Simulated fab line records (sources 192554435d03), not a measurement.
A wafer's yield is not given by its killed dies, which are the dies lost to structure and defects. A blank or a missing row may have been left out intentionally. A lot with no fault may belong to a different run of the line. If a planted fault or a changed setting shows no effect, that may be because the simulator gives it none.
fab line records	flow n5Finfet
record: lots: 6	wafers: 18	lastDay: 16
route steps=1938 shown SD_ACTIVATION@331 ILD0@335 PASSIVATION@1936
lots with no fault: from the same line, run without faults
startH: the number of hours between the record's first day and the start of the first shown wafer of the lot	waitH: hours since the lot's step before	" unchanged from the row above	L1.1+2: one row covering several wafers at once	- either no value or no given start	* or withheld: withheld	< > ~ a bound
route shown NAME@n: a module of which the file shows steps, and the number in the route of the first	usual: the fault-free wafers' mean and standard deviation	same: alike in all rows	chamber/n: place in a boat	sites: the reading at each site	_std_site: standard deviation across them	_edge_site: inner sites' mean taken away from outer sites' mean	radiusMm: for every site, how far away it sits from the centre of the wafer	mask NAME#n: copy n	behind: tool/chamber where the wafer was last shaped	hold: cause of the lot's hold/its duration in hours/its outcome	device: names the non-switching transistor (n, p or np)	end of line: at the end of the route, the tests of the same wafers	a step without rows: its recipe alone	killed: count of dies lost to structure and defects at first sort (not the wafer's yield)	map: per-die view of a wafer (x killed, . not killed, _ where there is no die)
set.NAME: the setting that was run; set.NAME@STEP: the one run at that earlier step	model.NAME: the simulator's own value behind a step, which no gauge read
a table for each step, a row for each wafer; lots at some steps of the route
services: when a tool's chamber went out of use (startH, in hours from the record's first day, below 0 if earlier), for how many hours, and the reason
== steps ==
step: N5_SD_ACTIVATION_LSA_01
recipe: tempC: 1080	timeS: 0.0008	ambient: N2
usual: wafer_temp_C_max: 1085.0/1.3
lot.wafer	tool	chamber	startH	waitH	wafer_temp_C_max
L660.2	laserAnneal-01	0	83.05	0.2	1086.2
L660.4	"	0	"	"	1085.2
L660.5	"	0	"	"	1086.5
L662.2	laserAnneal-01	0	89.75	0.2	1087.2
L662.5	"	0	"	"	1085.5
L662.6	"	0	"	"	1085.5
L663.1	laserAnneal-02	0	93.29	0.2	1084.8
L663.2	"	0	"	"	1084.0
L663.6	"	0	"	"	1084.4
L664.1	laserAnneal-01	0	98.84	0.2	1086.0
L664.4	"	0	"	"	1084.8
L664.6	"	0	"	"	1086.3
L668.2	laserAnneal-02	0	130.32	0.2	1084.7
L668.3	"	0	"	"	1083.6
L668.5	"	0	"	"	1084.4
L671.2	laserAnneal-01	0	144.33	0.2	1086.8
L671.4	"	0	"	"	1085.3
L671.6	"	0	"	"	1087.0
step: N5_SD_ACTIVATION_RS_MEAS_03
recipe: thkMeasGauge: four-point-probe
usual: RS_SD_N: 21.9/0.33	RS_SD_P: 56.1/0.91
lot.wafer	tool	chamber	startH	waitH	RS_SD_N[ohm/sq]	RS_SD_P[ohm/sq]
L660.2	filmMetro-01	-	83.25	0.2	21.6	57.6
L660.4	"	-	"	"	21.7	57.0
L660.5	"	-	"	"	21.4	57.5
L662.2	filmMetro-01	-	89.95	0.2	22.1	57.2
L662.5	"	-	"	"	21.9	56.6
L662.6	"	-	"	"	21.9	56.6
L663.1	filmMetro-02	-	93.49	0.2	22.1	55.7
L663.2	"	-	"	"	21.9	56.5
L663.6	"	-	"	"	21.8	56.3
L664.1	filmMetro-02	-	99.05	0.2	22.2	55.8
L664.4	"	-	"	"	22.4	55.0
L664.6	"	-	"	"	22.2	55.2
L668.2	filmMetro-02	-	130.51	0.2	21.8	55.7
L668.3	"	-	"	"	21.5	55.5
L668.5	"	-	"	"	21.7	56.6
L671.2	filmMetro-02	-	144.52	0.2	22.2	55.8
L671.4	"	-	"	"	22.0	55.4
L671.6	"	-	"	"	22.1	55.5
step: N5_SD_ACTIVATION_INSPECT_02
recipe: inspectInstrument: darkfield	mode: postAnneal
usual: rawDefectCount: 177/34
lot.wafer	tool	chamber	startH	waitH	rawDefectCount
L660.2	defectInspect-01	-	83.55	0.1	230
L660.4	"	-	"	"	181
L660.5	"	-	"	"	201
L662.2	defectInspect-01	-	90.26	0.1	207
L662.5	"	-	"	"	245
L662.6	"	-	"	"	226
L663.1	defectInspect-01	-	93.82	0.2	184
L663.2	"	-	"	"	205
L663.6	"	-	"	"	180
L664.1	defectInspect-01	-	99.38	0.2	211
L664.4	"	-	"	"	230
L664.6	"	-	"	"	175
L668.2	defectInspect-02	-	130.81	0.1	167
L668.3	"	-	"	"	170
L668.5	"	-	"	"	187
L671.2	defectInspect-01	-	144.84	0.2	158
L671.4	"	-	"	"	128
L671.6	"	-	"	"	151
step: N5_ILD0_LINER_00
recipe: material: SiNx	targetThkA: 40	tempC: 400	aldPrecursorFamily: SiH2I2	aldCoReactant: N2/H2-plasma	pulseTimeS: 1	purgeTimeS: 2	coReactantPurgeTimeS: 2	aldCycles: 80	pressureTorr: 2
usual: heaterPowerW: 813/110	precursorPulseHeightRel: 1.000/0.021
lot.wafer	tool	chamber	startH	waitH	heaterPowerW	precursorPulseHeightRel
L660.2	aldSin-04	0	83.58	0.0	692	1.013
L660.4	"	3	"	"	677	1.025
L660.5	"	2	"	"	806	1.012
L662.2	aldSin-03	2	90.56	0.3	976	0.953
L662.5	"	1	"	"	785	1.031
L662.6	"	2	"	"	964	1.005
L663.1	aldSin-04	1	94.12	0.3	823	0.963
L663.2	"	2	"	"	773	0.995
L663.6	"	3	"	"	669	1.010
L664.1	aldSin-03	0	99.44	0.1	971	0.993
L664.4	"	2	"	"	971	1.014
L664.6	"	0	"	"	994	1.025
L668.2	aldSin-02	0	131.96	1.2	814	0.995
L668.3	"	3	"	"	947	0.990
L668.5	"	1	"	"	816	1.038
L671.2	aldSin-03	0	145.06	0.2	1022	1.018
L671.4	"	2	"	"	933	1.000
L671.6	"	3	"	"	704	1.080
step: N5_ILD0_FCVD_FILL_01
recipe: material: SiO2_flowable	targetThkA: 2000	tempC: 100	pressureTorr: 0.8	rfW: 2000	timeS: 328.3
step: N5_ILD0_CURE_02
recipe: tempC: 450	timeS: 1800	ambient: steam	idleTempC: 400	rampUpCPerMin: 5	rampDownCPerMin: 3	densificationPH2oTorr: 640
step: N5_ILD0_CMP_03
recipe: stopOn: SiNx	tOverpolishS: 1.9	postCmpClean: alkalineBrush	downForcePsi: 4.1491	platenRpm: 51.796	padVelocityMS: 1.0306	targetThkNm: 197.38
usual: motorCurrentA: 12.5/0.99	overpolishRunS: 1.898/0.009	retainingRingPressureFrac: 1.000/0.0055	timeToEndpointS: 67/5.6
lot.wafer	tool	chamber	startH	waitH	motorCurrentA	overpolishRunS	retainingRingPressureFrac	timeToEndpointS
L660.2	cmp-01	1	85.99	0.1	11.0	1.911	1.003	77
L660.4	"	3	"	"	11.7	1.888	0.987	70
L660.5	"	0	"	"	13.1	1.888	1.000	75
L662.2	cmp-01	3	92.96	0.1	12.6	1.885	0.997	71
L662.5	"	2	"	"	13.0	1.903	1.004	75
L662.6	"	3	"	"	12.2	1.892	1.002	69
L663.2	cmp-04	2	96.53	0.1	11.3	1.890	0.990	65
L663.1	"	3	"	"	11.8	1.896	1.000	58
L663.6	"	1	"	"	13.5	1.888	1.002	71
L664.1	cmp-03	2	101.85	0.1	12.8	1.908	1.000	64
L664.4	"	0	"	"	12.0	1.910	1.006	58
L664.6	"	2	"	"	12.5	1.912	0.995	66
L668.3	cmp-03	3	134.37	0.1	11.5	1.888	1.004	71
L668.2	"	0	"	"	12.1	1.897	1.005	62
L668.5	"	0	"	"	11.6	1.890	1.001	64
L671.4	cmp-03	2	147.43	0.0	12.4	1.903	1.002	64
L671.2	"	1	"	"	13.7	1.899	1.009	67
L671.6	"	2	"	"	12.2	1.892	0.999	64
step: N5_ILD0_THK_MEAS_04
usual: thkNm: 196.7/1.4
lot.wafer	tool	chamber	startH	waitH	thkNm
L660.2	filmMetro-02	-	86.24	-	198.3
L660.4	"	-	"	"	196.7
L660.5	"	-	"	"	198.5
L662.2	filmMetro-01	-	93.22	-	196.0
L662.5	"	-	"	"	198.5
L662.6	"	-	"	"	196.7
L663.1	filmMetro-02	-	96.78	-	195.3
L663.2	"	-	"	"	195.5
L663.6	"	-	"	"	196.3
L664.1	filmMetro-02	-	102.10	-	196.0
L664.4	"	-	"	"	197.7
L664.6	"	-	"	"	195.7
L668.2	filmMetro-02	-	134.66	-	194.8
L668.3	"	-	"	"	196.5
L668.5	"	-	"	"	194.5
L671.2	filmMetro-01	-	147.73	-	196.3
L671.4	"	-	"	"	196.0
L671.6	"	-	"	"	195.3
step: N5_ILD0_CMP_07
recipe: stopOn: poly-Si	material: SiO2_flowable	tOverpolishS: 1.18	postCmpClean: alkalineBrush	downForcePsi: 4.1491	platenRpm: 51.796	padVelocityMS: 1.0306	targetThkNm: 138.88
usual: motorCurrentA: 12.5/0.96	retainingRingPressureFrac: 0.999/0.0055
lot.wafer	tool	chamber	startH	waitH	motorCurrentA	retainingRingPressureFrac
L660.4	cmp-03	1	86.27	0.0	14.0	0.992
L660.2	"	2	"	"	11.5	1.011
L660.5	"	1	"	"	13.5	0.995
L662.2	cmp-03	2	93.36	0.1	11.8	0.986
L662.6	"	3	"	"	11.6	0.997
L662.5	"	0	"	"	12.1	1.006
L663.1	cmp-01	2	96.92	0.1	13.2	1.000
L663.2	"	3	"	"	12.2	0.989
L663.6	"	3	"	"	11.6	0.985
L664.4	cmp-01	3	102.13	0.0	11.2	1.002
L664.1	"	0	"	"	13.9	0.995
L664.6	"	3	"	"	11.3	0.994
L668.3	cmp-03	0	134.69	0.0	11.2	1.005
L668.2	"	3	"	"	11.8	1.000
L668.5	"	1	"	"	14.3	1.002
L671.4	cmp-01	2	147.76	0.0	12.8	1.006
L671.2	"	0	"	"	13.3	1.000
L671.6	"	2	"	"	12.8	1.003
step: N5_ILD0_THK_MEAS_08
usual: thkNm: 138.3/1.4
lot.wafer	tool	chamber	startH	waitH	thkNm
L660.2	filmMetro-02	-	86.57	-	137.3
L660.4	"	-	"	"	139.0
L660.5	"	-	"	"	138.4
L662.2	filmMetro-01	-	93.54	-	137.2
L662.5	"	-	"	"	136.8
L662.6	"	-	"	"	139.2
L663.1	filmMetro-01	-	97.22	-	138.7
L663.2	"	-	"	"	138.4
L663.6	"	-	"	"	137.3
L664.1	filmMetro-01	-	102.43	-	138.6
L664.4	"	-	"	"	137.6
L664.6	"	-	"	"	138.3
L668.2	filmMetro-01	-	134.99	-	139.0
L668.3	"	-	"	"	135.6
L668.5	"	-	"	"	138.8
L671.2	filmMetro-02	-	148.05	-	140.5
L671.4	"	-	"	"	138.6
L671.6	"	-	"	"	139.5
step: N5_ILD0_PRECLEAN_10
recipe: chemistry: NF3:NH3	afsCycles: 5	timeS: 20	tempC: 30	sublimationTempC: 180	sublimationTimeS: 60	pressureTorr: 3	rfPowerW: 30
step: N5_ILD0_ALD_15
recipe: material: SiNx	targetThkA: 240	tempC: 400	aldPrecursorFamily: SiH2I2	aldCoReactant: N2/H2-plasma	pulseTimeS: 1	aldCycles: 480	purgeTimeS: 2	coReactantPurgeTimeS: 2	pressureTorr: 2
usual: aldCycles: 480/0	heaterPowerW: 815/100	precursorPulseHeightRel: 1.001/0.019
lot.wafer	tool	chamber	startH	waitH	aldCycles	heaterPowerW	precursorPulseHeightRel	model.SiNx_of_ILD0_ALD_15.thkNm
L660.2	aldSin-03	1	87.64	0.8	480	760	0.992	23.8
L660.4	"	2	"	"	480	953	0.982	24.2
L660.5	"	1	88.72	1.6	480	804	0.997	23.8
L662.2	aldSin-03	0	94.38	0.6	502	986	0.952	25
L662.5	"	2	95.46	1.3	502	955	1.028	25.2
L662.6	"	1	"	"	502	798	0.989	24.8
L663.1	aldSin-04	3	97.93	0.6	480	676	1.009	23.8
L663.2	"	2	"	"	480	797	0.991	23.8
L663.6	"	3	99.02	1.1	480	671	0.983	23.8
L664.1	aldSin-03	2	103.15	0.6	502	972	1.029	25.2
L664.4	"	0	104.23	1.3	502	995	0.972	25
L664.6	"	1	"	"	502	774	1.022	24.8
L668.2	aldSin-04	3	135.71	0.5	480	667	0.971	24
L668.3	"	1	"	"	480	839	1.025	24
L668.5	"	3	136.79	1.2	480	656	0.987	24
L671.2	aldSin-02	0	148.89	0.6	480	786	0.992	24
L671.4	"	3	"	"	480	915	1.000	24
L671.6	"	3	149.98	1.2	480	962	0.996	23.8
step: N5_ILD0_CMP_12
recipe: stopOn: poly-Si	material: SiNx	tOverpolishS: 6	postCmpClean: alkalineBrush	downForcePsi: 2.5	platenRpm: 51.8	padVelocityMS: 1.0307	targetThkNm: 17.67
usual: motorCurrentA: 9.2/0.75	retainingRingPressureFrac: 1.000/0.0053
lot.wafer	tool	chamber	startH	waitH	motorCurrentA	retainingRingPressureFrac
L660.2	cmp-03	2	89.88	1.2	9.0	1.003
L660.4	"	0	"	"	8.6	0.995
L660.5	"	2	"	"	9.4	1.005
L662.2	cmp-03	3	96.65	1.2	8.1	0.991
L662.5	"	1	"	"	10.0	0.990
L662.6	"	2	"	"	9.1	0.997
L663.2	cmp-04	3	100.21	1.2	8.9	0.999
L663.1	"	0	"	"	9.1	1.000
L663.6	"	1	"	"	10.2	0.996
L664.4	cmp-03	0	105.39	0.1	8.7	0.999
L664.1	"	1	"	"	9.9	1.002
L664.6	"	3	"	"	8.0	0.996
L668.2	cmp-03	0	137.91	1.1	8.5	1.003
L668.3	"	1	"	"	10.8	1.015
L668.5	"	1	"	"	10.3	1.015
L671.2	cmp-01	1	151.13	1.2	8.4	1.005
L671.4	"	2	"	"	9.8	1.002
L671.6	"	1	"	"	8.0	0.997
step: N5_PASSIVATION_PROBE_49
usual: defectLimitedYield: 91.3/1.4	killed_at_M0_to_M3: 36/10	killed_at_M4_up: 13/5.4	killedAtContacts: 12/5.3	killedAtFrontEnd: 39/10	killedAtOther: 3.2/2.7	killedDies: 103/16	killedOpen: 68/13	killedShort: 33/6.6	sort_bin_5_function: 5.1/0.92	sort_bin_6_memory: 3.3/0.68	sort_bin_8_speed: 0.1/0.41	sortNPass: 1077/17
same: grossDies: 1180	killedAtBackSide: 0	sort_bin_4_leakage[%]: 0
lot.wafer	tool	chamber	startH	waitH	defectLimitedYield[%]	killed_at_M0_to_M3	killed_at_M4_up	killedAtContacts	killedAtFrontEnd	killedAtOther	killedDies	killedOpen	killedShort	sort_bin_5_function[%]	sort_bin_6_memory[%]	sort_bin_8_speed[%]	sortNPass
L662.2	prober-01	-	311.98	0.1	93.5	22	12	8	32	3	77	46	30	3.6	2.7	0	1103
L662.5	prober-01	-	312.13	0.2	91.1	38	9	13	40	5	105	67	37	4.5	4.0	0	1075
L662.6	prober-01	-	312.18	0.3	89.2	57	16	5	45	5	128	92	36	6.1	4.4	0	1052
L663.1	prober-01	-	325.38	0.0	91.7	41	7	10	38	2	98	58	38	5.0	3.1	0	1082
L663.2	prober-01	-	325.43	0.1	91.3	44	9	13	36	1	103	62	38	4.5	3.8	0.8	1068
L663.6	prober-01	-	325.63	0.3	93.7	35	10	7	22	0	74	49	23	3.3	2.4	0	1106
L671.2	prober-02	-	374.87	0.1	89.6	48	26	12	36	1	123	73	46	6.2	3.5	0	1057
L671.4	prober-02	-	374.97	0.2	92.0	37	23	7	27	0	94	64	28	4.6	3.2	0	1086
L671.6	prober-02	-	375.07	0.3	91.3	33	13	6	50	1	103	69	33	5.8	2.9	0	1077
L668.2	prober-02	-	380.85	0.1	90.5	31	22	3	42	14	112	69	40	5.8	3.1	0.2	1068
L668.3	prober-02	-	380.90	0.1	90.7	45	12	9	40	4	110	73	35	5.6	3.2	0.2	1070
L668.5	prober-02	-	381.00	0.2	89.2	46	15	7	58	2	128	84	41	6.8	3.6	0	1052
killed by level:class
L662.2 FIN_SAQP:geometricParticle:short=13 MOL_CONTACT_COAG:geometricParticle:open=7 STI_FIN_REVEAL:geometricParticle:open=5 BEOL_M4:geometricParticle:open=5 DUMMY_GATE:geometricParticle:open=4 BEOL_M0_SAQP:geometricParticle:open=4 BEOL_M1:geometricParticle:open=4 BEOL_M3:geometricParticle:open=4
L662.5 FIN_SAQP:geometricParticle:open=13 MOL_CONTACT_COAG:geometricParticle:open=12 BEOL_M3:geometricParticle:open=11 BEOL_M0_SAQP:geometricParticle:short=9 FIN_SAQP:geometricParticle:short=8 STI_FIN_REVEAL:geometricParticle:open=7 BEOL_M2:geometricParticle:open=6 BEOL_M2:geometricParticle:short=4
L662.6 BEOL_M0_SAQP:geometricParticle:open=14 FIN_SAQP:geometricParticle:open=12 BEOL_M3:geometricParticle:open=11 FIN_SAQP:geometricParticle:short=10 BEOL_M2:geometricParticle:open=10 BEOL_M0_SAQP:geometricParticle:short=8 BEOL_M4:geometricParticle:open=8 DUMMY_GATE:geometricParticle:open=7
L663.1 FIN_SAQP:geometricParticle:open=13 FIN_SAQP:geometricParticle:short=11 BEOL_M1:geometricParticle:open=11 BEOL_M0_SAQP:geometricParticle:short=8 BEOL_M3:geometricParticle:open=8 MOL_CONTACT_COAG:geometricParticle:open=6 BEOL_M2:geometricParticle:open=6 GATE_CUT:geometricParticle:short=4
L663.2 BEOL_M0_SAQP:geometricParticle:short=16 MOL_CONTACT_COAG:geometricParticle:open=11 FIN_SAQP:geometricParticle:open=9 BEOL_M0_SAQP:geometricParticle:open=9 FIN_SAQP:geometricParticle:short=8 STI_FIN_REVEAL:geometricParticle:open=8 BEOL_M1:geometricParticle:open=8 BEOL_M3:geometricParticle:open=7
L663.6 BEOL_M3:geometricParticle:open=9 BEOL_M0_SAQP:geometricParticle:open=8 MOL_CONTACT_COAG:geometricParticle:open=7 FIN_SAQP:geometricParticle:short=6 BEOL_M1:geometricParticle:open=6 STARTING-WAFER:geometricParticle:short=6 BEOL_M4:geometricParticle:open=5 BEOL_M0_SAQP:geometricParticle:short=4
L671.2 BEOL_M0_SAQP:geometricParticle:short=11 FIN_SAQP:geometricParticle:short=10 FIN_SAQP:geometricParticle:open=9 BEOL_M0_SAQP:geometricParticle:open=9 MOL_CONTACT_COAG:geometricParticle:open=8 BEOL_M4:geometricParticle:open=8 BEOL_M2:geometricParticle:open=7 BEOL_M3:geometricParticle:open=7
L671.4 BEOL_M1:geometricParticle:open=13 FIN_SAQP:geometricParticle:open=8 BEOL_M0_SAQP:geometricParticle:short=8 MOL_CONTACT_COAG:geometricParticle:open=7 BEOL_M0_SAQP:geometricParticle:open=7 BEOL_M4:geometricParticle:open=6 FIN_SAQP:geometricParticle:short=5 BEOL_M5:geometricParticle:open=5
L671.6 STI_FIN_REVEAL:geometricParticle:open=11 BEOL_M4:geometricParticle:open=9 FIN_SAQP:geometricParticle:open=8 DUMMY_GATE:geometricParticle:open=8 BEOL_M0_SAQP:geometricParticle:open=7 BEOL_M1:geometricParticle:open=7 GATE_CUT:geometricParticle:short=6 MOL_CONTACT_COAG:geometricParticle:open=5
L668.2 FIN_SAQP:geometricParticle:open=12 FIN_SAQP:geometricParticle:short=11 MIM_TOP_ETCH:geometricParticle:open=10 BEOL_M0_SAQP:geometricParticle:short=9 BEOL_M4:geometricParticle:open=9 BEOL_M2:geometricParticle:open=7 STI_FIN_REVEAL:geometricParticle:open=6 STI_FIN_REVEAL:geometricParticle:short=3
L668.3 FIN_SAQP:geometricParticle:open=13 BEOL_M0_SAQP:geometricParticle:open=11 BEOL_M0_SAQP:geometricParticle:short=9 FIN_SAQP:geometricParticle:short=8 BEOL_M2:geometricParticle:open=8 MOL_CONTACT_COAG:geometricParticle:open=7 BEOL_M4:geometricParticle:open=7 BEOL_M1:geometricParticle:open=4
L668.5 FIN_SAQP:geometricParticle:short=16 FIN_SAQP:geometricParticle:open=14 BEOL_M3:geometricParticle:open=11 STI_FIN_REVEAL:geometricParticle:open=10 BEOL_M1:geometricParticle:open=9 BEOL_M2:geometricParticle:open=7 GATE_CUT:geometricParticle:short=6 BEOL_M0_SAQP:geometricParticle:open=6
== services ==
tool	chamber	startH	hours	kind
cmp-04	-	59.94	0.6	repair
aldSin-02	-	62.02	2.1	repair
laserAnneal-02	-	67.42	2.2	pm
aldSin-03	0	79.03	7.5	repair
aldSin-02	-	85.49	14.0	pm
aldSin-02	0	85.49	14.0	ventCycle
aldSin-02	1	85.49	14.0	ventCycle
aldSin-02	2	85.49	14.0	ventCycle
aldSin-02	3	85.49	14.0	ventCycle
cmp-04	-	89.26	4.1	pm
aldSin-04	-	89.69	1.2	repair
aldSin-02	0	99.49	-	clean
aldSin-02	1	99.49	-	clean
aldSin-02	2	99.49	-	clean
aldSin-02	3	99.49	-	clean
aldSin-03	3	101.49	2.7	repair
laserAnneal-01	-	109.68	3.5	pm
laserAnneal-02	-	117.20	7.4	pm
aldSin-04	3	123.68	6.9	repair
cmp-01	-	131.09	4.0	pm
== key ==
firstSign: step: N5_ILD0_ALD_15	reading: aldCycles	direction: up	sigmas: 99+	usual: *	struck: *
effect none on later readings
modelEffect: step: N5_ILD0_ALD_15	value: SiNx_of_ILD0_ALD_15.thkNm	without: 23.97	struck: 25
metAt N5_ILD0_ALD_15
struckWafers L662.2,L662.5,L662.6,L664.1,L664.4,L664.6
rowsEnd L664.1,L664.4,L664.6
onsetBetween 87.64 94.38
earlierFault: kind: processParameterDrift	tool: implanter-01	chamber: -	onsetH: 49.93	steps: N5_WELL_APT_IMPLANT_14	channel: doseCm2	offset: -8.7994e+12	shape: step	actsIn: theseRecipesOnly	stated: 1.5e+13
fault: kind: processParameterDrift	tool: aldSin-03	chamber: -	onsetH: 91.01	steps: N5_ILD0_ALD_15	channel: aldCycles	offset: *	shape: step	actsIn: *	stated: *
rowsEnd: these wafers met a further fault down the route, and their rows from its step on are left out
